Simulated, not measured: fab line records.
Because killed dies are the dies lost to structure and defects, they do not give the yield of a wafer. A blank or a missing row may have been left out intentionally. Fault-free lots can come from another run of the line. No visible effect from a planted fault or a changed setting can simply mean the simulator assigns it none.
Chamber matching / flow n5 finfet / N5_BEOL_M14_STRIP_37 on rie diel-03: 4 sister chambers
The step strips in O2. 20 wafers are shown with their chamber, then 10 later ones without.

## EACH WAFER AND ITS CHAMBER
wafer=L075.3; chamber=0; showerhead plenum p Torr (Torr)=1.98; drypump motor current A (A)=5.5; throttle valve pct (%)=17.11
wafer=L075.4; chamber=3; showerhead plenum p Torr (Torr)=2.20; drypump motor current A (A)=5.4; throttle valve pct (%)=16.68
wafer=L075.6; chamber=1; showerhead plenum p Torr (Torr)=2.21; drypump motor current A (A)=5.0; throttle valve pct (%)=16.39
wafer=L076.1; chamber=1; showerhead plenum p Torr (Torr)=2.20; drypump motor current A (A)=5.0; throttle valve pct (%)=16.38
wafer=L076.2; chamber=0; showerhead plenum p Torr (Torr)=1.98; drypump motor current A (A)=5.5; throttle valve pct (%)=17.14
wafer=L076.3; chamber=2; showerhead plenum p Torr (Torr)=2.22; drypump motor current A (A)=6.0; throttle valve pct (%)=16.45
wafer=L076.4; chamber=2; showerhead plenum p Torr (Torr)=2.22; drypump motor current A (A)=6.0; throttle valve pct (%)=16.45
wafer=L076.5; chamber=1; showerhead plenum p Torr (Torr)=2.20; drypump motor current A (A)=5.0; throttle valve pct (%)=16.45
wafer=L076.6; chamber=0; showerhead plenum p Torr (Torr)=1.98; drypump motor current A (A)=5.5; throttle valve pct (%)=17.09
wafer=L080.3; chamber=1; showerhead plenum p Torr (Torr)=2.20; drypump motor current A (A)=5.0; throttle valve pct (%)=16.48
wafer=L080.5; chamber=0; showerhead plenum p Torr (Torr)=1.97; drypump motor current A (A)=5.5; throttle valve pct (%)=17.12
wafer=L080.6; chamber=3; showerhead plenum p Torr (Torr)=2.19; drypump motor current A (A)=5.5; throttle valve pct (%)=16.66
wafer=L081.1; chamber=2; showerhead plenum p Torr (Torr)=2.21; drypump motor current A (A)=6.0; throttle valve pct (%)=16.51
wafer=L081.3; chamber=3; showerhead plenum p Torr (Torr)=2.19; drypump motor current A (A)=5.4; throttle valve pct (%)=16.68
wafer=L081.6; chamber=1; showerhead plenum p Torr (Torr)=2.20; drypump motor current A (A)=5.1; throttle valve pct (%)=16.46
wafer=L082.1; chamber=3; showerhead plenum p Torr (Torr)=2.19; drypump motor current A (A)=5.4; throttle valve pct (%)=16.69
wafer=L082.4; chamber=2; showerhead plenum p Torr (Torr)=2.21; drypump motor current A (A)=6.0; throttle valve pct (%)=16.50
wafer=L082.5; chamber=0; showerhead plenum p Torr (Torr)=1.97; drypump motor current A (A)=5.5; throttle valve pct (%)=17.15
wafer=L085.1; chamber=3; showerhead plenum p Torr (Torr)=2.19; drypump motor current A (A)=5.4; throttle valve pct (%)=16.70
wafer=L085.3; chamber=2; showerhead plenum p Torr (Torr)=2.21; drypump motor current A (A)=6.0; throttle valve pct (%)=16.53

SIGNATURES, as means of the wafers listed above
reading=showerhead plenum p Torr; chamber 0=1.9760; chamber 1=2.2020; chamber 2=2.2140; chamber 3=2.1920; scatter within a chamber=0.005
reading=drypump motor current A; chamber 0=5.500; chamber 1=5.020; chamber 2=6.000; chamber 3=5.420; scatter within a chamber=0.0316
reading=throttle valve pct; chamber 0=17.1220; chamber 1=16.4320; chamber 2=16.4880; chamber 3=16.6820; scatter within a chamber=0.0319
Rule: for each reading, subtract the chamber's mean from the wafer's reading, divide by that reading's scatter and square the result; add these up over the readings and take the root, which gives the wafer's distance from the chamber. The wafer belongs to the nearest chamber; if the next one is less than 2 further off, it can't be placed. The scatter: take each reading less its chamber's mean, square it, sum over the shown wafers, divide by the number of wafers less the number of chambers, and take the root.

## WAFERS MISSING THEIR CHAMBER
wafer=L085.6; showerhead plenum p Torr (Torr)=1.97; drypump motor current A (A)=5.5; throttle valve pct (%)=17.15
wafer=L087.1; showerhead plenum p Torr (Torr)=2.19; drypump motor current A (A)=5.5; throttle valve pct (%)=16.73
wafer=L087.2; showerhead plenum p Torr (Torr)=2.21; drypump motor current A (A)=6.0; throttle valve pct (%)=16.50
wafer=L087.5; showerhead plenum p Torr (Torr)=1.97; drypump motor current A (A)=5.5; throttle valve pct (%)=17.13
wafer=L090.2; showerhead plenum p Torr (Torr)=2.19; drypump motor current A (A)=5.4; throttle valve pct (%)=16.75
wafer=L090.5; showerhead plenum p Torr (Torr)=2.19; drypump motor current A (A)=5.0; throttle valve pct (%)=16.45
wafer=L090.6; showerhead plenum p Torr (Torr)=2.21; drypump motor current A (A)=6.0; throttle valve pct (%)=16.53
wafer=L094.3; showerhead plenum p Torr (Torr)=2.19; drypump motor current A (A)=5.0; throttle valve pct (%)=16.51
wafer=L094.4; showerhead plenum p Torr (Torr)=2.18; drypump motor current A (A)=5.4; throttle valve pct (%)=16.78
wafer=L094.5; showerhead plenum p Torr (Torr)=2.19; drypump motor current A (A)=5.0; throttle valve pct (%)=16.51

## EACH ONE'S CHAMBER
wafer=L085.6; from the rows above=0; in truth=0
wafer=L087.1; from the rows above=3; in truth=3
wafer=L087.2; from the rows above=2; in truth=2
wafer=L087.5; from the rows above=0; in truth=0
wafer=L090.2; from the rows above=3; in truth=3
wafer=L090.5; from the rows above=1; in truth=1
wafer=L090.6; from the rows above=2; in truth=2
wafer=L094.3; from the rows above=1; in truth=1
wafer=L094.4; from the rows above=3; in truth=3
wafer=L094.5; from the rows above=1; in truth=1
Correct placement for 10 of the 10. Left unplaced by these rows: 0. Wrongly placed: 0.
